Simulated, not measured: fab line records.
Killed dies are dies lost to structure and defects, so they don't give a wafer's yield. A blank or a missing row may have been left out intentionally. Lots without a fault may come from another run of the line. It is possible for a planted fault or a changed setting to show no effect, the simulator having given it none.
Matching of chambers ; flow nand harc ; rie diel-09 running NHARC_A_CONTACT_DESCUM_74: 4 sister chambers
The step chemistry O2, time 3 s. 4 wafers are shown with their chamber, then 8 later ones without.

## WAFERS PAIRED WITH THEIR CHAMBERS
wafer;chamber;drypump motor current A (A)
L083.1;3;4.7
L085.3;2;5.0
L085.6;1;6.2
L086.4;0;6.1

## WAFERS WHOSE CHAMBER IS MISSING
wafer;drypump motor current A (A)
L086.5;6.2
L086.6;6.1
L092.1;5.0
L092.2;6.2
L092.4;4.7
L096.4;5.0
L096.5;4.7
L096.6;4.9

## WHICH CHAMBER EACH WENT THROUGH
wafer;from the rows above;in truth
L086.5;1;1
L086.6;0;0
L092.1;2;2
L092.2;1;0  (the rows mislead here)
L092.4;3;3
L096.4;2;2
L096.5;3;3
L096.6;2;2
7 of 8 placed correctly. Left unplaced by these rows: 0. Placed wrongly: 1.
How it was worked out, from the rows above alone: a wafer's distance from a chamber is the root of the sum, over the readings, of the square of ((its reading less the chamber's mean) divided by the reading's scatter). The wafer belongs to the nearest chamber; if the next one is less than 2 further off, it can't be placed. For every chamber, the mean is computed from those of its wafers that are shown. The scatter: with one shown wafer a chamber, the root of the mean of the squares of how far each hidden wafer lies from its nearest shown one.
